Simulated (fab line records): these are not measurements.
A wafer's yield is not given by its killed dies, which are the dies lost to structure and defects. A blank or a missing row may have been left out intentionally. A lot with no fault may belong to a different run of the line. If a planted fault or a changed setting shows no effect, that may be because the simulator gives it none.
The tool behind it: which one?    flow n5Finfet    72 wafers from 24 lots sampled at 6 of the route's 1938 steps

WHAT THE GAUGES SHOWED, per wafer
N5_BEOL_M13_INSPECT_12: inspects for defects (macro).
lot   measured      on                rawDefectCount
L076  day 12 02:26  defectInspect-01  2 1 5
L077  day 12 07:09  defectInspect-01  2 3 1
L078  day 12 18:25  defectInspect-02  4 1 2
L075  day 12 18:59  defectInspect-01  4 3 1
L074  day 12 23:50  defectInspect-02  4 3 3
L079  day 13 01:39  defectInspect-01  3 4 1
L082  day 13 10:00  defectInspect-01  0 0 3
L080  day 13 11:14  defectInspect-01  2 1 3
L081  day 13 17:29  defectInspect-02  2 0 2
L084  day 14 08:10  defectInspect-01  2 2 1
L083  day 14 21:31  defectInspect-01  0 2 2
L085  day 15 11:44  defectInspect-01  2 0 1
L087  day 15 15:57  defectInspect-01  1 0 1
L086  day 15 16:43  defectInspect-02  1 1 3
L088  day 16 02:51  defectInspect-01  2 3 4
L090  day 16 12:44  defectInspect-01  1 3 3
L089  day 16 16:25  defectInspect-01  2 0 1
L091  day 17 21:07  defectInspect-02  5 1 1
L094  day 18 06:26  defectInspect-01  1 4 3
L092  day 18 12:44  defectInspect-02  3 3 0
L093  day 18 12:48  defectInspect-02  2 1 5
L096  day 18 20:53  defectInspect-02  2 0 3
L095  day 19 06:56  defectInspect-02  3 4 3
L097  day 20 03:02  defectInspect-01  1 2 2

N5_BEOL_M13_OVL_MEAS_29.
lot   measured      on          M13_OVL (nm)
L076  day 12 03:22  overlay-01  -1 4 6
L077  day 12 08:07  overlay-01  -6 2 3
L078  day 12 19:20  overlay-01  3 -4 -6
L075  day 12 20:01  overlay-01  1 -4 -1
L074  day 13 00:46  overlay-01  -2 8 -2
L079  day 13 02:35  overlay-01  -5 2 -3
L082  day 13 11:11  overlay-01  -11 0 -6
L080  day 13 12:16  overlay-01  0 5 4
L081  day 13 18:32  overlay-01  -1 -7 -1
L084  day 14 09:08  overlay-02  -5 3 -12
L083  day 14 22:34  overlay-01  0 -5 4
L085  day 15 12:40  overlay-01  -2 -3 1
L087  day 15 16:59  overlay-02  -3 -2 -1
L086  day 15 17:45  overlay-02  -2 -1 6
L088  day 16 03:46  overlay-02  -2 4 -3
L090  day 16 13:40  overlay-01  -1 6 7
L089  day 16 17:28  overlay-02  5 5 5
L091  day 17 22:10  overlay-02  -5 2 -1
L094  day 18 07:21  overlay-01  8 0 -4
L092  day 18 13:40  overlay-01  -5 -11 0
L093  day 18 13:43  overlay-01  -3 -10 -9
L096  day 18 21:49  overlay-02  -2 -9 -3
L095  day 19 07:59  overlay-01  -2 3 1
L097  day 20 04:05  overlay-01  -2 0 -4

WHICH TOOL RAN EACH LOT (tool, then ch and the chambers of the sampled wafers, then the start)
lot   N5_BEOL_M12_PRE_CLEAN_42     N5_BEOL_M12_SPUTTER_43       N5_BEOL_M12_SPUTTER_44       N5_BEOL_M13_ILD_DEP_00
L076  pvdSputter-01, day 12 00:32  pvdSputter-01, day 12 00:34  pvdSputter-01, day 12 00:39  pecvd-01 ch 0,1,2, day 12 01:48
L077  pvdSputter-02, day 12 05:22  pvdSputter-02, day 12 05:24  pvdSputter-02, day 12 05:29  pecvd-04 ch 0,1,2, day 12 06:38
L078  pvdSputter-02, day 12 16:32  pvdSputter-02, day 12 16:35  pvdSputter-02, day 12 16:40  pecvd-04 ch 0,1,2, day 12 17:47
L075  pvdSputter-02, day 12 17:11  pvdSputter-02, day 12 17:13  pvdSputter-02, day 12 17:18  pecvd-04 ch 1,2, day 12 18:28
L074  pvdSputter-03, day 12 22:03  pvdSputter-03, day 12 22:05  pvdSputter-03, day 12 22:10  pecvd-02 ch 0,2, day 12 23:20
L079  pvdSputter-01, day 12 23:52  pvdSputter-01, day 12 23:54  pvdSputter-01, day 12 23:59  pecvd-04 ch 1,2, day 13 01:08
L082  pvdSputter-02, day 13 08:15  pvdSputter-02, day 13 08:17  pvdSputter-02, day 13 08:22  pecvd-02 ch 0,2, day 13 09:29
L080  pvdSputter-02, day 13 09:29  pvdSputter-02, day 13 09:32  pvdSputter-02, day 13 09:37  pecvd-01 ch 0,2, day 13 10:44
L081  pvdSputter-03, day 13 15:39  pvdSputter-03, day 13 15:41  pvdSputter-03, day 13 15:46  pecvd-04 ch 0,2, day 13 16:58
L084  pvdSputter-01, day 14 06:17  pvdSputter-01, day 14 06:20  pvdSputter-01, day 14 06:25  pecvd-01 ch 0,1,2, day 14 07:32
L083  pvdSputter-01, day 14 19:39  pvdSputter-01, day 14 19:41  pvdSputter-01, day 14 19:46  pecvd-02 ch 0,2, day 14 20:53
L085  pvdSputter-02, day 15 09:41  pvdSputter-02, day 15 09:44  pvdSputter-02, day 15 09:49  pecvd-02 ch 1,2, day 15 11:06
L087  pvdSputter-01, day 15 14:10  pvdSputter-01, day 15 14:13  pvdSputter-01, day 15 14:17  pecvd-02 ch 0,1,2, day 15 15:25
L086  pvdSputter-02, day 15 14:58  pvdSputter-02, day 15 15:00  pvdSputter-02, day 15 15:05  pecvd-02 ch 0,1,2, day 15 16:12
L088  pvdSputter-01, day 16 00:59  pvdSputter-01, day 16 01:01  pvdSputter-01, day 16 01:06  pecvd-02 ch 0,1,2, day 16 02:13
L090  pvdSputter-01, day 16 10:54  pvdSputter-01, day 16 10:56  pvdSputter-01, day 16 11:01  pecvd-04 ch 0,1,2, day 16 12:14
L089  pvdSputter-02, day 16 14:40  pvdSputter-02, day 16 14:43  pvdSputter-02, day 16 14:47  pecvd-04 ch 1,2, day 16 15:55
L091  pvdSputter-03, day 17 19:06  pvdSputter-03, day 17 19:08  pvdSputter-03, day 17 19:13  pecvd-01 ch 0,2, day 17 20:33
L094  pvdSputter-03, day 18 04:39  pvdSputter-03, day 18 04:41  pvdSputter-03, day 18 04:46  pecvd-01 ch 0,2, day 18 05:55
L092  pvdSputter-03, day 18 10:30  pvdSputter-03, day 18 10:32  pvdSputter-03, day 18 10:37  pecvd-04 ch 0,2, day 18 12:06
L093  pvdSputter-01, day 18 10:46  pvdSputter-01, day 18 10:48  pvdSputter-01, day 18 10:53  pecvd-04 ch 0,1, day 18 12:17
L096  pvdSputter-02, day 18 19:01  pvdSputter-02, day 18 19:03  pvdSputter-02, day 18 19:08  pecvd-02 ch 0,1, day 18 20:15
L095  pvdSputter-02, day 19 04:48  pvdSputter-02, day 19 04:50  pvdSputter-02, day 19 04:55  pecvd-04 ch 1,2, day 19 06:19
L097  pvdSputter-01, day 20 00:57  pvdSputter-01, day 20 00:59  pvdSputter-01, day 20 01:04  pecvd-02 ch 0,2, day 20 02:32
- N5_BEOL_M12_PRE_CLEAN_42: time 30 s.
- N5_BEOL_M12_SPUTTER_43: material TaN, target thk 15 nm, time 24.19 s.
- N5_BEOL_M12_SPUTTER_44: material Ta, target thk 10 nm, time 16.13 s.
- N5_BEOL_M13_ILD_DEP_00: deposits SiOC from DEMS/O2, target thk 837.92 nm, time 166.4 s.

AS READ BY THE TOOLS THEMSELVES (means over the sampled wafers that have a number; for cases with no such wafer, the mark the record gives instead)
N5_BEOL_M12_PRE_CLEAN_42.
lot   tool           heaterPowerW (W)
L076  pvdSputter-01  343
L077  pvdSputter-02  313
L078  pvdSputter-02  353
L075  pvdSputter-02  342
L074  pvdSputter-03  360
L079  pvdSputter-01  306
L082  pvdSputter-02  354
L080  pvdSputter-02  355
L081  pvdSputter-03  352
L084  pvdSputter-01  302
L083  pvdSputter-01  311
L085  pvdSputter-02  318
L087  pvdSputter-01  287
L086  pvdSputter-02  344
L088  pvdSputter-01  324
L090  pvdSputter-01  314
L089  pvdSputter-02  322
L091  pvdSputter-03  363
L094  pvdSputter-03  372
L092  pvdSputter-03  355
L093  pvdSputter-01  309
L096  pvdSputter-02  312
L095  pvdSputter-02  340
L097  pvdSputter-01  347

N5_BEOL_M12_SPUTTER_43.
lot   tool           throttleValvePct (%)
L076  pvdSputter-01  29.3
L077  pvdSputter-02  29.7
L078  pvdSputter-02  29.0
L075  pvdSputter-02  29.7
L074  pvdSputter-03  30.0
L079  pvdSputter-01  29.9
L082  pvdSputter-02  29.0
L080  pvdSputter-02  30.1
L081  pvdSputter-03  30.2
L084  pvdSputter-01  29.6
L083  pvdSputter-01  29.9
L085  pvdSputter-02  28.9
L087  pvdSputter-01  29.9
L086  pvdSputter-02  29.7
L088  pvdSputter-01  29.3
L090  pvdSputter-01  29.6
L089  pvdSputter-02  29.0
L091  pvdSputter-03  30.4
L094  pvdSputter-03  30.0
L092  pvdSputter-03  29.9
L093  pvdSputter-01  29.8
L096  pvdSputter-02  28.5
L095  pvdSputter-02  29.2
L097  pvdSputter-01  29.4

N5_BEOL_M12_SPUTTER_44.
lot   tool           throttleValvePct (%)
L076  pvdSputter-01  29.3
L077  pvdSputter-02  29.7
L078  pvdSputter-02  29.0
L075  pvdSputter-02  29.7
L074  pvdSputter-03  30.0
L079  pvdSputter-01  29.9
L082  pvdSputter-02  29.0
L080  pvdSputter-02  30.1
L081  pvdSputter-03  30.3
L084  pvdSputter-01  29.5
L083  pvdSputter-01  29.9
L085  pvdSputter-02  29.1
L087  pvdSputter-01  29.9
L086  pvdSputter-02  29.8
L088  pvdSputter-01  29.3
L090  pvdSputter-01  29.6
L089  pvdSputter-02  28.8
L091  pvdSputter-03  30.4
L094  pvdSputter-03  30.0
L092  pvdSputter-03  29.8
L093  pvdSputter-01  29.8
L096  pvdSputter-02  28.5
L095  pvdSputter-02  29.4
L097  pvdSputter-01  29.3

N5_BEOL_M13_ILD_DEP_00.
lot   tool      heaterPowerW (W)  showerheadPlenumPTorr (Torr)  throttleValvePct (%)
L076  pecvd-01  520               5.692                         11.9
L077  pecvd-04  504               5.682                         11.9
L078  pecvd-04  528               5.697                         11.9
L075  pecvd-04  431               5.701                         11.8
L074  pecvd-02  447               5.700                         11.8
L079  pecvd-04  408               5.694                         11.9
L082  pecvd-02  421               5.693                         11.9
L080  pecvd-01  535               5.686                         11.7
L081  pecvd-04  558               5.691                         12.0
L084  pecvd-01  544               5.695                         11.9
L083  pecvd-02  440               5.690                         12.3
L085  pecvd-02  525               5.694                         11.6
L087  pecvd-02  421               5.691                         11.9
L086  pecvd-02  437               5.701                         11.9
L088  pecvd-02  473               5.697                         11.9
L090  pecvd-04  496               5.689                         12.0
L089  pecvd-04  416               5.685                         12.0
L091  pecvd-01  554               5.688                         12.1
L094  pecvd-01  554               5.683                         11.6
L092  pecvd-04  536               5.692                         11.9
L093  pecvd-04  425               5.691                         12.1
L096  pecvd-02  496               5.699                         12.1
L095  pecvd-04  443               5.694                         12.0
L097  pecvd-02  425               5.703                         12.0

THE ANSWER, worked out from the rows above alone
Rule: the usual values come from the lots themselves. Put in order of their means at a reading, lots are off if they are a third of the lots or fewer, leave a main group of 4 or more, and stand apart from it by a gap of 3 or more times the standard deviation of the main group's means; of several such gaps the widest counts. The tables above print the reading to a certain number of digits; a main group whose means all agree to those digits is not used. Also off: a lot with no number at a reading for which 4 or more lots have one. Any other lot the step has rows for is counted as sound. Order of review: gauges by route order, followed by the tools' own readings, for which a lot's mean as printed above is used. The first step at which some lot is off is used, and at that step the reading that is off furthest; a lot without a number counts as furthest.
Nothing can be told from this: no lot is off at any reading shown.

WHAT THE SIMULATOR HAD INSERTED
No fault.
